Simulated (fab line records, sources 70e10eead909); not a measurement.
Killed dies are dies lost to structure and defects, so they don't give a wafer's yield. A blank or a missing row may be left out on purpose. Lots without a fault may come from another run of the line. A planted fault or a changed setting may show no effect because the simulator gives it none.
Chamber matching | flow nand_harc | NHARC_P_CONTACT_ALD_22 on ald_metal-03: 4 sister chambers
The step deposits TiN, target thk 3 nm, pulse time 1 s, ald cycles 150. 8 wafers are shown with their chamber, then 8 later ones without.

WAFERS WITH THEIR CHAMBER
wafer  | chamber | heater_power_w (W) | heater_power_outer_w (W)
L077.1 | 2       | 1054               | 639
L077.5 | 2       | 1055               | 640
L089.1 | 3       | 1144               | 753
L089.4 | 0       | 1421               | 880
L091.4 | 0       | 1390               | 906
L091.5 | 1       | 1157               | 752
L091.6 | 3       | 1142               | 737
L092.2 | 1       | 1148               | 744

WAFERS WITHOUT THEIR CHAMBER
wafer  | heater_power_w (W) | heater_power_outer_w (W)
L092.5 | 1122               | 729
L092.6 | 1434               | 870
L094.2 | 1404               | 882
L094.3 | 1123               | 747
L094.4 | 1404               | 910
L097.2 | 1410               | 881
L097.5 | 1143               | 746
L097.6 | 1423               | 886

WHICH CHAMBER EACH WENT THROUGH
wafer  | from the rows above     | in truth
L092.5 | can't be placed: 3 or 1 | 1
L092.6 | 0                       | 0
L094.2 | 0                       | 0
L094.3 | can't be placed: 3 or 1 | 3
L094.4 | 0                       | 0
L097.2 | 0                       | 0
L097.5 | can't be placed: 3 or 1 | 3
L097.6 | 0                       | 0
Placed correctly: 5 of 8. Can't be placed from these rows: 3 (the true chamber is among the candidates in 3). Placed wrongly: 0.
How it was worked out, from the rows above alone: a wafer's distance from a chamber is the root of the sum, over the readings, of the square of ((its reading less the chamber's mean) divided by the reading's scatter). The wafer belongs to the nearest chamber; if the next one is less than 2 further off, it can't be placed. A chamber's mean is the mean of its shown wafers. The scatter: the root of (the sum of the squares of (reading less its chamber's mean) over the shown wafers, divided by (wafers less chambers)).
